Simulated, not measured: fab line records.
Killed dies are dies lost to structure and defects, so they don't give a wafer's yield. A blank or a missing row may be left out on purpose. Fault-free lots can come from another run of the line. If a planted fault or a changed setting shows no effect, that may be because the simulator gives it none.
Lot-split experiment + flow n5-finfet + 7 lots, 39 wafers read, on a route of 1938 steps

== THE SPLIT ==
At N5_BEOL_M10_TRENCH_ETCH_37 (etches SiCOH lowk in C4F6/O2, target depth 148.83 nm, time 48 s), the setting target-depth-a was moved away from the recipe's 1488.3 angstrom on 12 of the 39 wafers read, by -32.5% to +56.8%. All remaining wafers had this setting at the recipe value.

== FROM THE SPLIT TO THE READING: what the file shows between them, 8 steps ==
- N5_BEOL_M10_ETCH_41: etches SiCN in CH3F/O2, target depth 42.6 nm, time 86 s
- N5_BEOL_M10_STRIP_77: strips in N2/H2, time 10 s
- N5_BEOL_M10_OCD_MEAS_38
- N5_BEOL_M10_HM_STRIP_39: strips TiN in peroxide tin strip, target depth 25 nm, time 158 s
- N5_BEOL_M10_SRD_40: time 30 s
- N5_BEOL_M10_ECD_50: material Cu, target thk 318 nm
- N5_BEOL_M10_ANNEAL_51: time 90 s
- N5_BEOL_M10_CMP_52: polishes, stops on SiCOH lowk, t overpolish 7 s, target thk 140 nm

== THE READING ==
M10_THK, in nm, at N5_BEOL_M10_THK_MEAS_53 (measures by xrf). On this fab line, fault-free wafers typically give 143 nm with a standard deviation of 3.7 nm.

| wafer  | tool, chamber at the split | target-depth-a as run, angstrom | against the recipe | M10_THK, nm | against lot-mates on the recipe |
|--------|----------------------------|---------------------------------|--------------------|-------------|---------------------------------|
| L075.1 | rie-diel-01, 3             | 1488.3                          | recipe             | 148         | -                               |
| L075.2 | rie-diel-01, 0             | 1488.3                          | recipe             | 144         | -                               |
| L075.3 | rie-diel-01, 2             | 1488.3                          | recipe             | 143         | -                               |
| L075.4 | rie-diel-01, 3             | 1488.3                          | recipe             | 148         | -                               |
| L075.5 | rie-diel-01, 2             | 1488.3                          | recipe             | 141         | -                               |
| L075.6 | rie-diel-01, 0             | 1488.3                          | recipe             | 145         | -                               |
| L078.1 | rie-diel-06, 2             | 1488.3                          | recipe             | 150         | -                               |
| L078.2 | rie-diel-06, 1             | 2323                            | +56.1%             | 227         | +85                             |
| L078.3 | rie-diel-06, 3             | 2323                            | +56.1%             | 227         | +85                             |
| L078.4 | rie-diel-06, 0             | 1488.3                          | recipe             | 138         | -                               |
| L078.5 | rie-diel-06, 0             | 1488.3                          | recipe             | 137         | -                               |
| L078.6 | rie-diel-06, 3             | 2323                            | +56.1%             | 227         | +85                             |
| L084.1 | rie-diel-06, 1             | 2334                            | +56.8%             | 228         | +91                             |
| L084.2 | rie-diel-06, 0             | 2334                            | +56.8%             | 218         | +81                             |
| L084.3 | rie-diel-06, 2             | 2334                            | +56.8%             | 235         | +98                             |
| L084.4 | rie-diel-06, 3             | 1488.3                          | recipe             | 137         | -                               |
| L084.5 | rie-diel-06, 0             | 1488.3                          | recipe             | 134         | -                               |
| L084.6 | rie-diel-06, 1             | 1488.3                          | recipe             | 141         | -                               |
| L086.3 | rie-diel-01, 3             | 1488.3                          | recipe             | 144         | -                               |
| L086.4 | rie-diel-01, 1             | 1488.3                          | recipe             | 144         | -                               |
| L086.6 | rie-diel-01, 1             | 1488.3                          | recipe             | 141         | -                               |
| L088.1 | rie-diel-01, 0             | 1841                            | +23.7%             | 178         | +34                             |
| L088.2 | rie-diel-01, 3             | 1488.3                          | recipe             | 147         | -                               |
| L088.3 | rie-diel-01, 1             | 1841                            | +23.7%             | 181         | +37                             |
| L088.4 | rie-diel-01, 2             | 1488.3                          | recipe             | 142         | -                               |
| L088.5 | rie-diel-01, 1             | 1488.3                          | recipe             | 144         | -                               |
| L088.6 | rie-diel-01, 0             | 1841                            | +23.7%             | 177         | +33                             |
| L089.1 | rie-diel-01, 2             | 1488.3                          | recipe             | 140         | -                               |
| L089.2 | rie-diel-01, 1             | 1004                            | -32.5%             | 95          | -46                             |
| L089.3 | rie-diel-01, 0             | 1004                            | -32.5%             | 92          | -49                             |
| L089.4 | rie-diel-01, 3             | 1004                            | -32.5%             | 93          | -48                             |
| L089.5 | rie-diel-01, 3             | 1488.3                          | recipe             | 143         | -                               |
| L089.6 | rie-diel-01, 2             | 1488.3                          | recipe             | 140         | -                               |
| L093.1 | rie-diel-04, 1             | 1488.3                          | recipe             | 149         | -                               |
| L093.2 | rie-diel-04, 2             | 1488.3                          | recipe             | 134         | -                               |
| L093.3 | rie-diel-04, 3             | 1488.3                          | recipe             | 138         | -                               |
| L093.4 | rie-diel-04, 0             | 1488.3                          | recipe             | 141         | -                               |
| L093.5 | rie-diel-04, 2             | 1488.3                          | recipe             | 135         | -                               |
| L093.6 | rie-diel-04, 1             | 1488.3                          | recipe             | 147         | -                               |

THE FIT
A straight line over all 39 wafers: M10_THK changes by +1.51 nm for each +1% of target-depth-a; r = +0.99; the points scatter about the line by 4.3 nm.
The same after taking each lot's own level away (the mean of its wafers on the recipe; 39 wafers): +1.53 nm for each +1%; r = +0.99; scatter 4 nm.
Per that fit: largest target-depth-a move, reading shift of 87 nm.
From 137.3 to 144.8 nm: that is the span of the lots' own levels, equal to 2.0 times the standard deviation above.
The two slopes are in agreement: the lot-to-lot level therefore moves the slope only a little.
Check: +86.5 nm against its lot-mates is what the line predicts for one of the wafers moved furthest among these (+56.8%) when that wafer is left out of the fit. Against them it came out at +90.7 nm.

== OTHER SPLITS ON THESE WAFERS ==
Before the reading, these wafers also passed through other splits. Each is held against what the fit with the lots' levels taken away leaves over:
| other split on the same wafers     | wafers away from the commonest value | r with M10_THK (lot level and that fit taken away) |
|------------------------------------|--------------------------------------|----------------------------------------------------|
| N5_BEOL_M9_ILD_DEP_00 target-thk-a | 15                                   | -0.19                                              |

== THE WHOLE CHAIN: every reading that the file lists as answering this split, in the file's order ==
| step                       | what it does                                                       | reading                                                                           | change (the file's fit)                                                              | r (the file's) |
|----------------------------|--------------------------------------------------------------------|-----------------------------------------------------------------------------------|--------------------------------------------------------------------------------------|----------------|
| N5_BEOL_M10_TRENCH_ETCH_37 | etches SiCOH lowk in C4F6/O2, target depth 148.83 nm, time 48 s    | BEOL_M10.feature-depth-nm (the simulator's own value, which no gauge read)        | +1.5 nm for each +1% of the setting                                                  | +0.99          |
| N5_BEOL_M10_TRENCH_ETCH_37 | etches SiCOH lowk in C4F6/O2, target depth 148.83 nm, time 48 s    | etch.depth-nm (the simulator's own value, which no gauge read)                    | +1.5 nm for each +1% of the setting                                                  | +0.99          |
| N5_BEOL_M10_TRENCH_ETCH_37 | etches SiCOH lowk in C4F6/O2, target depth 148.83 nm, time 48 s    | TiN_of_BEOL_M10_HM_DEP_02.thk-nm (the simulator's own value, which no gauge read) | -0.0412 nm for each +1% of the setting                                               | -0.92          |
| N5_BEOL_M10_OCD_MEAS_38    |                                                                    | trench-depth-nm                                                                   | +1.5 nm for each +1% of the setting                                                  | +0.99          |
| N5_BEOL_M10_CMP_52         | polishes, stops on SiCOH lowk, t overpolish 7 s, target thk 140 nm | Cu_of_BEOL_M10_ECD_50.thk-nm (the simulator's own value, which no gauge read)     | +1.51 nm for each +1% of the setting                                                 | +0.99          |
| N5_BEOL_M10_THK_MEAS_53    | measures by xrf                                                    | M10_THK                                                                           | +1.53 for each +1% of the setting                                                    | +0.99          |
| N5_BEOL_M10_RS_MEAS_57     | measures by four-point-probe                                       | M10_RS                                                                            | not straight: 0.240 at the lowest setting, 0.151 at the recipe, 0.091 at the highest | not given      |

== THE FILE'S OWN FIT ==
M10_THK changes by +1.53 nm for each +1% of target-depth-a, r = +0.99.
